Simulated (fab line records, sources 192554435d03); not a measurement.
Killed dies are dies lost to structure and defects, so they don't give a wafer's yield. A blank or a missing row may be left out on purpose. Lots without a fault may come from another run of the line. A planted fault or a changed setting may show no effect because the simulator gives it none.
fab line records | flow n5_finfet
record lots=7 wafers=39
route steps=1938 shown BEOL_M14@1716
start_h: hours from the record's first day to the start of the lot's first wafer shown | wait_h: hours since the lot's step before | " the same as in the row above | L1.1+2: a row that stands for several wafers | - no value, or no start given | * or withheld: withheld | < > ~ a bound
route shown NAME@n: a module of which the file shows steps, and the number in the route of the first | usual: mean/standard deviation of fault-free wafers | same: alike in all rows | chamber/n: place in a boat | sites: the reading at each site | _std_site: their standard deviation | _edge_site: outer sites' mean less inner sites' | radius_mm: how far each site lies from the wafer's centre | mask NAME#n: copy n | behind: the tool/chamber that last shaped the wafer | hold: why the lot was held/for how many hours/how that ended | device: the transistor (n, p or np) that didn't switch | end of line: the same wafers' tests at the end of the route | a step without rows: its recipe alone | killed: dies lost to structure and defects at the first sort, not the wafer's yield | map: a wafer's dies, x killed, . not, _ none there
set.NAME: the setting as run; set.NAME@STEP: as run at that earlier step | model.NAME: the simulator's own value behind a step, which no gauge read
lots whose settings were changed on purpose; a table a step, a row a wafer
## steps
# step N5_BEOL_M14_ILD_DEP_00
# recipe material=SiO2 target_thk_a=11193 temp_c=400 precursor=TEOS/O2 pressure_torr=6.5 rf_w=900 teos_flow_sccm=161.4 gas=O2 flow_sccm=2650 time_s=237.4
# columns lot.wafer tool chamber start_h wait_h set.target_thk_a model.SiO2_of_BEOL_M14_ILD_DEP_00.thk_nm
L077.1 pecvd-01 1 259.42 0.0 7197 719
L077.2 " 2 " " 11193 1114
L077.3 " 0 " " 7197 715
L077.4 " 1 " " 11193 1129
L077.5 " 2 " " 7197 728.8
L077.6 " 0 " " 11193 1127
L078.1 pecvd-02 1 264.65 0.0 9343 926.8
L078.2 " 0 " " 9343 926.2
L078.3 " 2 " " 9343 906.4
L078.4 " 0 " " 11193 1119
L078.5 " 1 " " 11193 1120
L078.6 " 2 " " 11193 1109
L079.1 pecvd-01 0 280.09 0.0 11193 1113
L079.2 " 1 " " 11193 1112
L079.3 " 2 " " 11193 1120
L079.4 " 1 " " 11193 1144
L079.5 " 0 " " 11193 1122
L079.6 " 2 " " 11193 1135
L081.1 pecvd-02 0 288.16 0.0 11193 1124
L081.2 " 2 " " 11193 1107
L081.3 " 1 " " 11193 1126
L081.4 " 1 " " 15170 1541
L081.5 " 0 " " 15170 1533
L081.6 " 2 " " 15170 1514
L085.1 pecvd-03 2 309.79 0.0 15750 1566
L085.2 " 0 " " 11193 1125
L085.3 " 1 " " 15750 1579
L085.4 " 2 " " 11193 1135
L085.5 " 1 " " 11193 1128
L085.6 " 0 " " 15750 1592
L088.1 pecvd-01 2 338.97 0.0 11193 1106
L088.4+5 " 0,1 " " 11193 1122
L092.1 pecvd-02 1 353.30 0.0 8926 876
L092.2 " 2 " " 11193 1100
L092.3 " 1 " " 8926 895.2
L092.4 " 2 " " 11193 1121
L092.5 " 1 " " 8926 888.6
L092.6 " 2 " " 11193 1112
# step N5_BEOL_M14_THK_MEAS_01
# recipe reads=SiO2_of_BEOL_M14_ILD_DEP_00
# usual M14_ILD_THK=1120/13
# columns lot.wafer tool chamber start_h wait_h set.target_thk_a@BEOL_M14_ILD_DEP_00 M14_ILD_THK[nm]
L077.1 film_metro-01 - 259.61 0.1 7197 719
L077.2 " - " " 11193 1114
L077.3 " - " " 7197 714
L077.4 " - " " 11193 1129
L077.5 " - " " 7197 730
L077.6 " - " " 11193 1127
L078.1 film_metro-02 - 264.84 0.1 9343 927
L078.2 " - " " 9343 926
L078.3 " - " " 9343 906
L078.4 " - " " 11193 1120
L078.5 " - " " 11193 1119
L078.6 " - " " 11193 1109
L079.1 film_metro-02 - 280.28 0.1 11193 1113
L079.2 " - " " 11193 1112
L079.3 " - " " 11193 1120
L079.4 " - " " 11193 1144
L079.5 " - " " 11193 1122
L079.6 " - " " 11193 1135
L081.1 film_metro-01 - 288.35 0.1 11193 1123
L081.2 " - " " 11193 1107
L081.3 " - " " 11193 1125
L081.4 " - " " 15170 1541
L081.5 " - " " 15170 1534
L081.6 " - " " 15170 1513
L085.1 film_metro-01 - 309.98 0.1 15750 1565
L085.2 " - " " 11193 1125
L085.3 " - " " 15750 1578
L085.4 " - " " 11193 1135
L085.5 " - " " 11193 1129
L085.6 " - " " 15750 1592
L088.1 film_metro-02 - 339.16 0.1 11193 1107
L088.4 " - " " 11193 1122
L088.5 " - " " 11193 1121
L092.1 film_metro-02 - 353.57 0.2 8926 877
L092.2 " - " " 11193 1099
L092.3 " - " " 8926 895
L092.4 " - " " 11193 1122
L092.5 " - " " 8926 889
L092.6 " - " " 11193 1112
# step N5_BEOL_M14_COAT_58
# recipe resist=BARC temp_c=205 time_s=60 spin_rpm=1500 resist_thk_nm=89
# step N5_BEOL_M14_COAT_04
# recipe spin_rpm=1704 resist_thk_nm=800
# step N5_BEOL_M14_DESCUM_15
# recipe chemistry=O2 time_s=7.9 source_power_w=50 bias_power_w=20 pressure_mtorr=20 rf_frequency_hz=2.712e+07 temp_c=40 o2_flow_sccm=225
# step N5_BEOL_M14_ETCH_59
# recipe chemistry=N2/H2 target=BARC target_depth_a=890 overetch_a=267 time_s=67.9 ion_energy_ev=200 pressure_mtorr=30 source_w=840 bias_w=150 n2_flow_sccm=200 h2_flow_sccm=200
# step N5_BEOL_M14_VIA_ETCH_16
# recipe chemistry=C4F8/O2/Ar target=SiO2 he_inner_torr=15 he_outer_torr=30 target_depth_a=12313 time_s=withheld ion_energy_ev=800 pressure_mtorr=20 source_w=1905 bias_w=2040 Ar_flow_sccm=400 C4F8_flow_sccm=16 O2_flow_sccm=12 ends=cleared
# columns lot.wafer tool chamber start_h wait_h set.target_thk_a@BEOL_M14_ILD_DEP_00 model.etch.depth_nm model.coat_of_BEOL_M14_COAT_04.thk_nm
L077.1 rie_diel-03 3 261.56 0.0 7197 718.9 551.6
L077.2 " 0 " " 11193 1114 460.8
L077.3 " 2 " " 7197 715 552.8
L077.4 " 1 " " 11193 1129 449.6
L077.5 " 2 " " 7197 728.9 550
L077.6 " 1 " " 11193 1127 450.6
L078.1 rie_diel-06 2 265.45 0.0 9343 926.9 508.6
L078.2 " 1 " " 9343 926.2 503.6
L078.3 " 0 " " 9343 906.4 507.4
L078.4 " 3 " " 11193 1119 458.8
L078.5 " 1 " " 11193 1120 454.8
L078.6 " 2 " " 11193 1109 462.2
L079.1 rie_diel-02 0 281.36 0.0 11193 1113 450.6
L079.2 " 2 " " 11193 1112 452.8
L079.3 " 1 " " 11193 1120 453
L079.4 " 3 " " 11193 1144 447.6
L079.5 " 2 " " 11193 1122 449
L079.6 " 3 " " 11193 1135 449.6
L081.1 rie_diel-06 0 289.36 0.0 11193 1124 449.4
L081.2 " 3 " " 11193 1107 460.8
L081.3 " 2 " " 11193 1126 455.8
L081.4 " 1 " " 15170 1541 353.6
L081.5 " 3 " " 15170 1533 361.6
L081.6 " 0 " " 15170 1514 357.6
L085.1 rie_diel-02 1 310.46 0.0 15750 1566 356.8
L085.2 " 3 " " 11193 1125 456.8
L085.3 " 0 " " 15750 1579 346.6
L085.4 " 2 " " 11193 1135 452.6
L085.5 " 2 " " 11193 1128 454
L085.6 " 1 " " 15750 1592 349.2
L088.1 rie_diel-02 2 339.76 0.0 11193 1106 455.4
L088.4 " 0 " " 11193 1122 451.6
L088.5 " 2 " " 11193 1122 451.8
L092.1 rie_diel-02 2 354.17 0.0 8926 876 513.2
L092.2 " 0 " " 11193 1100 458.2
L092.3 " 3 " " 8926 895.3 510.4
L092.4 " 1 " " 11193 1121 458.8
L092.5 " 3 " " 8926 888.6 512.8
L092.6 " 2 " " 11193 1112 457.6
## key
split step=N5_BEOL_M14_ILD_DEP_00 setting=target_thk_a stated=11193 by=wafer
response step=N5_BEOL_M14_ILD_DEP_00 reading=model.SiO2_of_BEOL_M14_ILD_DEP_00.thk_nm change=+11.3 per=1% r=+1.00
response step=N5_BEOL_M14_THK_MEAS_01 reading=M14_ILD_THK change=+11.3 per=1% r=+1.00
response step=N5_BEOL_M14_VIA_ETCH_16 reading=model.etch.depth_nm change=+11.3 per=1% r=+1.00
response step=N5_BEOL_M14_VIA_ETCH_16 reading=model.coat_of_BEOL_M14_COAT_04.thk_nm change=-2.68 per=1% r=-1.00
